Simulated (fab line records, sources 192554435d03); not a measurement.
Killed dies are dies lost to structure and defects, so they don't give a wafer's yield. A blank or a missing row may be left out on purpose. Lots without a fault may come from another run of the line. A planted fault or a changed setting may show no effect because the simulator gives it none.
fab line records | flow n5_finfet
record lots=4 wafers=12 last_day=18
route steps=1938 shown GATE_CUT@491 MOL_CONTACT_COAG@517 PASSIVATION@1936
lots that met no fault: from a run of the same line without faults
start_h: hours from the record's first day to the start of the lot's first wafer shown | wait_h: hours since the lot's step before | " the same as in the row above | L1.1+2: a row that stands for several wafers | - no value, or no start given | * or withheld: withheld | < > ~ a bound
route shown NAME@n: a module of which the file shows steps, and the number in the route of the first | usual: mean/standard deviation of fault-free wafers | same: alike in all rows | chamber/n: place in a boat | sites: the reading at each site | _std_site: their standard deviation | _edge_site: outer sites' mean less inner sites' | radius_mm: how far each site lies from the wafer's centre | mask NAME#n: copy n | behind: the tool/chamber that last shaped the wafer | hold: why the lot was held/for how many hours/how that ended | device: the transistor (n, p or np) that didn't switch | end of line: the same wafers' tests at the end of the route | a step without rows: its recipe alone | killed: dies lost to structure and defects at the first sort, not the wafer's yield | map: a wafer's dies, x killed, . not, _ none there
set.NAME: the setting as run; set.NAME@STEP: as run at that earlier step | model.NAME: the simulator's own value behind a step, which no gauge read
lots at some steps of the route; a table a step, a row a wafer
services: from which hour (start_h, from the record's first day; less than 0 if before it) a tool's chamber was out of use, for how many hours, and why
## steps
# step N5_GATE_CUT_ETCH_28
# recipe chemistry=N2/H2 target=underlayer target_depth_a=130 mask_material=CAR-EUV time_s=10.4 ion_energy_ev=200 pressure_mtorr=30 source_w=840 bias_w=150 n2_flow_sccm=200 h2_flow_sccm=200 ends=cleared
# step N5_GATE_CUT_ETCH_36
# recipe chemistry=CF4 target=SiARC target_depth_a=130 mask_material=CAR-EUV time_s=21.7 ion_energy_ev=80 pressure_mtorr=40 source_w=545 bias_w=36 Ar_flow_sccm=100 cf4_flow_sccm=100 ends=cleared
# step N5_GATE_CUT_ETCH_37
# recipe chemistry=N2/H2 target=SOC target_depth_a=600 overetch_a=120 mask_material=SiARC temp_c=40 time_s=90 ion_energy_ev=200 pressure_mtorr=30 source_w=840 bias_w=150 n2_flow_sccm=200 h2_flow_sccm=200
# step N5_GATE_CUT_STRIP_38
# recipe chemistry=N2/H2 temp_c=40 n2_flow_sccm=200 h2_flow_sccm=200 rf_frequency_hz=6e+07
# step N5_GATE_CUT_STRIP_39
# recipe chemistry=N2/H2 temp_c=40 n2_flow_sccm=200 h2_flow_sccm=200 rf_frequency_hz=6e+07
# step N5_GATE_CUT_HM_OPEN_40
# recipe chemistry=C4F6/O2 target=SiO2 mask_material=SiARC target_depth_a=1390 time_s=85.1 ion_energy_ev=250 pressure_mtorr=30 source_w=345 bias_w=185 Ar_flow_sccm=300 C4F6_flow_sccm=10 O2_flow_sccm=10 ends=cleared
# step N5_GATE_CUT_STRIP_41
# recipe chemistry=CF4 resist=SiARC power_w=300 bias_power_w=75 pressure_mtorr=50 cf4_flow_sccm=150 rf_frequency_hz=6e+07
# step N5_GATE_CUT_STRIP_42
# recipe chemistry=O2 power_w=400 temp_c=40 pressure_mtorr=30 rf_frequency_hz=6e+07 bias_power_w=0 overash_fraction=0.3 o2_flow_sccm=225
# step N5_GATE_CUT_ETCH_19
# recipe chemistry=CH3F/O2 target=SiNx mask_material=SiO2 target_depth_a=537 time_s=76.7 pressure_mtorr=30 source_w=395 bias_w=73 Ar_flow_sccm=150 CH3F_flow_sccm=30 O2_flow_sccm=20 ion_energy_ev=120 ends=cleared
# step N5_GATE_CUT_CUT_ETCH_53
# recipe chemistry=SF6/Cl2 target=W mask_material=SiO2 target_depth_a=792 pressure_mtorr=8 icp_w=900 bias_w=80 SF6_flow_sccm=40 Cl2_flow_sccm=60 ends=cleared
# step N5_GATE_CUT_CUT_ETCH_54
# recipe chemistry=Cl2/BCl3 target=TiN mask_material=SiO2 target_depth_a=967 pressure_mtorr=10 icp_w=1000 bias_w=126 Cl2_flow_sccm=53.25 bcl3_flow_sccm=21.75 Ar_flow_sccm=25 ends=cleared
# step N5_GATE_CUT_CUT_ETCH_55
# recipe chemistry=BCl3 target=HfO2 mask_material=SiO2 target_depth_a=32 ion_energy_ev=30 pressure_mtorr=5 icp_w=450 bias_w=18 bcl3_flow_sccm=80
# step N5_GATE_CUT_ETCH_47
# recipe chemistry=Cl2/BCl3 target=SiO2 target_depth_a=100 pressure_mtorr=10 icp_w=1000 bias_w=126 Cl2_flow_sccm=53.25 bcl3_flow_sccm=21.75 Ar_flow_sccm=25
# usual drypump_motor_current_A=5.8/0.31 oes_product_au=0.77/0.12 rf_fwd_power_W=982/6 throttle_valve_pct=22.80/0.27
# columns lot.wafer tool chamber start_h wait_h drypump_motor_current_A oes_product_au rf_fwd_power_W rf_hours_counter_h throttle_valve_pct
L855.2 rie_metal-03 0 109.48 0.0 6.0 0.92 990 9 22.77
L855.4 " 0 " " 6.0 0.93 990 - 22.77
L855.6 " 0 " " 6.0 0.92 992 - 22.77
L860.3 rie_metal-03 1 137.10 0.0 6.1 0.59 973 - 22.94
L860.5 " 1 " " 6.1 0.59 976 - 22.97
L860.6 " 0 " " 6.0 0.90 992 - 22.77
L863.1 rie_metal-03 0 166.85 0.0 6.0 0.88 990 14 22.77
L863.2 " 1 " " 6.2 0.59 982 127 22.96
L863.6 " 1 " " 6.2 0.58 979 - 22.97
L873.2 rie_metal-01 0 217.81 0.0 5.8 0.61 978 127 23.24
L873.3 " 0 " " 5.8 0.60 981 - 23.24
L873.6 " 1 " " 5.2 0.79 995 - 22.76
# step N5_GATE_CUT_VAPOR_ETCH_48
# recipe chemistry=BCl3/Cl2 target=TiN mode=isotropic
# step N5_GATE_CUT_VAPOR_ETCH_49
# recipe chemistry=BCl3/Cl2 target=TiAlC mode=isotropic
# step N5_GATE_CUT_VAPOR_ETCH_51
# recipe chemistry=BCl3/Cl2 target=HfO2 mode=isotropic
# step N5_GATE_CUT_STRIP_21
# recipe chemistry=N2/H2 time_s=30 power_w=1000 temp_c=250 pressure_mtorr=withheld n2_flow_sccm=1750 h2_flow_sccm=3250
# step N5_GATE_CUT_STRIP_29
# recipe chemistry=post_etch_residue_remover time_s=60 temp_c=25 remover_ph=withheld remover_water_wt_pct=withheld remover_fluoride_wt_pct=withheld
# step N5_GATE_CUT_SRD_52
# recipe dry=ipa_marangoni time_s=30 temp_c=23 rinse_liquid=diw
# step N5_GATE_CUT_ALD_22
# recipe material=SiNx target_thk_a=160 temp_c=400 ald_precursor_family=SiH2I2 ald_co_reactant=N2/H2-plasma pulse_time_s=1 ald_cycles=320 purge_time_s=2 co_reactant_purge_time_s=2 pressure_torr=2
# step N5_GATE_CUT_CMP_23
# recipe stop_on=SiO2 t_overpolish_s=23.4 post_cmp_clean=alkaline_brush down_force_psi=2.5 platen_rpm=51.8 pad_velocity_m_s=1.0307 target_thk_nm=16
# step N5_GATE_CUT_CMP_43
# recipe material=SiO2 post_cmp_clean=rinse_only
# step N5_GATE_CUT_CMP_61
# recipe stop_on=SiNx t_overpolish_s=3 post_cmp_clean=alkaline_brush down_force_psi=4 platen_rpm=27.09 pad_velocity_m_s=0.539
# step N5_MOL_CONTACT_COAG_COAT_103
# recipe resist=SOC temp_c=250 time_s=60 spin_rpm=1500 resist_thk_nm=80
# step N5_MOL_CONTACT_COAG_COAT_104
# recipe resist=SiARC temp_c=220 time_s=60 spin_rpm=1500 resist_thk_nm=12
# step N5_MOL_CONTACT_COAG_COAT_58
# recipe resist=underlayer temp_c=205 time_s=60 spin_rpm=1500 resist_thk_nm=10
# step N5_MOL_CONTACT_COAG_COAT_02
# recipe resist=CAR-EUV spin_rpm=1500 resist_thk_nm=30
# step N5_MOL_CONTACT_COAG_EBR_04
# recipe solvent=PGMEA ebr_width_mm=1.5
# step N5_MOL_CONTACT_COAG_SOFTBAKE_03
# recipe temp_c=110 time_s=60 resist=CAR-EUV
# step N5_MOL_CONTACT_COAG_EXPOSE_05
# recipe mask_id=CA na=0.33 source_shape=annular sigma_inner=0.4 sigma_outer=0.8 polarization=unpolarized defocus_nm=0 dose_mj=38.25
# step N5_MOL_CONTACT_COAG_PEB_06
# recipe peb_temp_c=100 peb_time_s=60 resist=CAR-EUV
# step N5_MOL_CONTACT_COAG_DEVELOP_07
# recipe develop_time_s=30 developer=TMAH resist=CAR-EUV rinse_liquid=surfactant_rinse dry=air_spin dev_temp_c=23
# step N5_MOL_CONTACT_COAG_DESCUM_13
# recipe chemistry=O2 time_s=7 source_power_w=50 bias_power_w=20 pressure_mtorr=20 rf_frequency_hz=2.712e+07 temp_c=40 resist=CAR-EUV o2_flow_sccm=225
# step N5_MOL_CONTACT_COAG_ETCH_59
# recipe chemistry=N2/H2 target=underlayer target_depth_a=130 mask_material=CAR-EUV time_s=10.4 ion_energy_ev=200 pressure_mtorr=30 source_w=840 bias_w=150 n2_flow_sccm=200 h2_flow_sccm=200 ends=cleared
# step N5_MOL_CONTACT_COAG_ETCH_105
# recipe chemistry=CF4 target=SiARC target_depth_a=156 mask_material=CAR-EUV time_s=26 ion_energy_ev=80 pressure_mtorr=40 source_w=545 bias_w=36 Ar_flow_sccm=100 cf4_flow_sccm=100 ends=cleared
# step N5_MOL_CONTACT_COAG_ETCH_106
# recipe chemistry=N2/H2 target=SOC target_depth_a=800 overetch_a=160 mask_material=SiARC temp_c=40 time_s=120 ion_energy_ev=200 pressure_mtorr=30 source_w=840 bias_w=150 n2_flow_sccm=200 h2_flow_sccm=200
# step N5_PASSIVATION_PROBE_49
# usual defect_limited_yield=91.0/1.5 killed_at_M0_to_M3=32/9.6 killed_at_M4_up=13/4.7 killed_at_contacts=13/7.2 killed_at_front_end=44/13 killed_at_other=4/3.4 killed_dies=106/18 killed_on_rim=14/4.2 killed_open=70/13 killed_short=35/8 sort_bin_5_function=5.3/0.97 sort_bin_6_memory=3.4/0.73 sort_n_pass=1074/18 sort_yield_pct=91.0/1.5
# same gross_dies=1180 killed_at_back_side=0 sort_bin_4_leakage[%]=0 sort_bin_8_speed[%]=0
# columns lot.wafer tool chamber start_h wait_h defect_limited_yield[%] killed_at_M0_to_M3 killed_at_M4_up killed_at_contacts killed_at_front_end killed_at_other killed_dies killed_on_rim killed_open killed_short sort_bin_5_function[%] sort_bin_6_memory[%] sort_n_pass sort_yield_pct[%]
L860.3 prober-01 - 295.26 0.1 82.4 31 13 6 155 3 208 25 83 23 11.7 4.1 972 82.4
L860.5 prober-01 - 295.36 0.2 83.1 29 15 16 137 3 200 29 58 32 11.1 3.8 980 83.1
L873.2 prober-01 - 432.59 0.1 92.4 25 8 8 44 5 90 13 65 25 4.7 2.5 1090 92.4
L873.3 prober-01 - 432.64 0.1 90.4 34 17 9 50 3 113 14 73 36 5.6 3.6 1067 90.4
L873.6 prober-01 - 432.79 0.3 93.1 17 18 13 30 4 82 13 55 27 4.3 2.4 1098 93.1
L863.1 prober-02 - 442.10 0.0 89.2 38 15 22 51 1 127 13 79 40 6.3 3.5 1053 89.2
L863.2 prober-02 - 442.15 0.1 83.9 21 13 18 136 2 190 30 61 22 8.4 4.6 990 83.9
L863.6 prober-02 - 442.35 0.3 80.8 25 28 26 143 5 227 36 92 29 12.3 3.7 953 80.8
# killed by level:class
L860.3 GATE_CUT:unspecified=102 FIN_SAQP:geometric_particle:open=22 STI_FIN_REVEAL:geometric_particle:open=15 BEOL_M2:geometric_particle:open=14 FIN_SAQP:geometric_particle:short=7 BEOL_M4:geometric_particle:open=6 MOL_CONTACT_COAG:geometric_particle:open=5 BEOL_M3:geometric_particle:open=4
L860.5 GATE_CUT:unspecified=104 BEOL_M2:geometric_particle:open=12 MOL_CONTACT_COAG:geometric_particle:open=10 BEOL_M0_SAQP:geometric_particle:short=9 FIN_SAQP:geometric_particle:open=7 MOL_CONTACT_COAG:geometric_particle:short=6 BEOL_M4:geometric_particle:open=6 FIN_SAQP:geometric_particle:short=4
L873.2 FIN_SAQP:geometric_particle:short=11 STI_FIN_REVEAL:geometric_particle:open=11 FIN_SAQP:geometric_particle:open=9 BEOL_M0_SAQP:geometric_particle:open=9 MOL_CONTACT_COAG:geometric_particle:open=7 DUMMY_GATE:geometric_particle:open=6 BEOL_M2:geometric_particle:open=5 BEOL_M1:geometric_particle:open=4
L873.3 STI_FIN_REVEAL:geometric_particle:open=12 MOL_CONTACT_COAG:geometric_particle:open=9 BEOL_M0_SAQP:geometric_particle:short=9 FIN_SAQP:geometric_particle:open=8 FIN_SAQP:geometric_particle:short=8 BEOL_M1:geometric_particle:open=8 BEOL_M0_SAQP:geometric_particle:open=7 BEOL_M4:geometric_particle:open=6
L873.6 BEOL_M4:geometric_particle:open=10 MOL_CONTACT_COAG:geometric_particle:open=9 FIN_SAQP:geometric_particle:short=6 BEOL_M1:geometric_particle:open=6 MOL_CONTACT_COAG:geometric_particle:short=4 STI_FIN_REVEAL:geometric_particle:open=3 DUMMY_GATE:geometric_particle:open=3 ILD0:geometric_particle:short=3
L863.1 FIN_SAQP:geometric_particle:open=17 MOL_CONTACT_COAG:geometric_particle:open=16 FIN_SAQP:geometric_particle:short=12 BEOL_M0_SAQP:geometric_particle:open=10 BEOL_M4:geometric_particle:open=10 BEOL_M0_SAQP:geometric_particle:short=7 MOL_CONTACT_COAG:geometric_particle:short=6 BEOL_M1:geometric_particle:open=6
L863.2 GATE_CUT:unspecified=99 FIN_SAQP:geometric_particle:open=14 MOL_CONTACT_COAG:geometric_particle:open=13 BEOL_M4:geometric_particle:open=8 HKMG_FIN:area_etch=7 MOL_CONTACT_COAG:geometric_particle:short=5 BEOL_M0_SAQP:geometric_particle:open=5 BEOL_M0_SAQP:geometric_particle:short=5
L863.6 GATE_CUT:unspecified=100 MOL_CONTACT_COAG:geometric_particle:open=20 BEOL_M4:geometric_particle:open=18 FIN_SAQP:geometric_particle:open=9 DUMMY_GATE:geometric_particle:open=9 BEOL_M0_SAQP:geometric_particle:short=7 BEOL_M1:geometric_particle:open=7 MOL_CONTACT_COAG:geometric_particle:short=6
# map L860.3 (x killed, . not)
_________________............________________
______________..x..............._____________
___________..x................x..x.__________
__________........x................._________
________..............x.x.....x.....x._______
_______........x...x...................______
______x......x................xx......x._____
_____...xx................x...xx.....x...____
____...........................x..........___
___...........x......x.....x..........x....__
___.......x................x....x.x........__
__...x..x............x............x........._
__......x.......................xx...xx....._
_........x..x.....x.x.....x.............x....
_x....x.........x.................x...xx.x.x.
_......xx.....x.....................xxxxxxx..
_..........x.......x.x............xxxxxxxxxx.
_............................x....x.xxxxxxxxx
_..x..............................xxxxxxxxxxx
_.............x.........x.x...x....xxxxxxxxxx
_......................x...........xxxxxxxxxx
__...x..........x....x......x.....xxxxxxxxxx_
__....x..............xx..x........xxxxxxxxxx_
___.................x...........x..xxxxxxxx__
___...x.............x..........x.xxx..xxxxx__
____...........xx...........xx....x..xxx.x___
_____....x..........x......x.x.........x.____
______.......xx.x.......x...xx.........x_____
_______...............xx............x..______
________...x..x........x...x.........._______
__________......................x.x._________
___________x.....................x.__________
______________...xx............._____________
_________________............________________
# map L863.6 (x killed, . not)
_________________............________________
______________..x........xx....x_____________
___________...........x.........x.x__________
__________.....x.x.x.x.xx..........._________
________.....x..........x............._______
_______.x..............................______
______x....x..........xx................_____
_____.................x.......x.......xx.____
____......................x.....x........x___
___.x.x......x..x......x.x...............xx__
___..........xx......x.............x.......__
__x..xx............................xx......._
__x...x.x..xx.........x................x...._
_..............x......................x......
_....................x.........x...x.xxxxxxx.
_.xx.......x............x............x.xx.xx.
_.............x.........x........x.xx.xxxxxxx
_....x.............................xxxxxxxxxx
_......................x...x..x..x.xxxxxxxxxx
_..x..........x.....xx..x.......x.xxxxxxxxxxx
_................x..........x.....xxxxxxxxxxx
__.........x.x...xx.x.x.x..x.x....xxxxxxxxxx_
__..x..x..x.........x...x......xx..xxxxxxxxx_
___x....x.x..............x..........xxx.xxx__
___......x..........x..xx.......x....xxxxxx__
____.xx........x........................x.___
_____...x.................x.x.....x.....x____
______........x.........x....x.........._____
_______.x.x...............x............______
________.x...x...x....x...x.....x....._______
__________...x..............x......x_________
___________...........xx.......x...__________
______________.....x..x........x_____________
_________________.x.........x________________
## services
# columns tool chamber start_h hours kind
rie_metal-01 - 127.81 0.4 repair
rie_metal-01 1 141.82 15.0 repair
rie_metal-03 1 192.54 5.3 repair
rie_metal-03 - 204.44 0.5 repair
## key
first_sign step=N5_PASSIVATION_PROBE_49 reading=killed_at_front_end direction=up sigmas=7.3 usual=44 struck=143
effect step=N5_PASSIVATION_PROBE_49 reading=defect_limited_yield direction=down sigmas=5.5 usual=91.0 struck=82.5
more_kills_born_at N5_GATE_CUT_ETCH_47@rie_metal-03=405
met_at N5_GATE_CUT_ETCH_47
struck_wafers L860.3,L860.5,L863.2,L863.6
fault kind=chamber_particle_source tool=rie_metal-03 chamber=1 onset_h=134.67 steps=N5_GATE_CUT_ETCH_47 rate_per_visit_cm2=0.82501 end_h=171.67
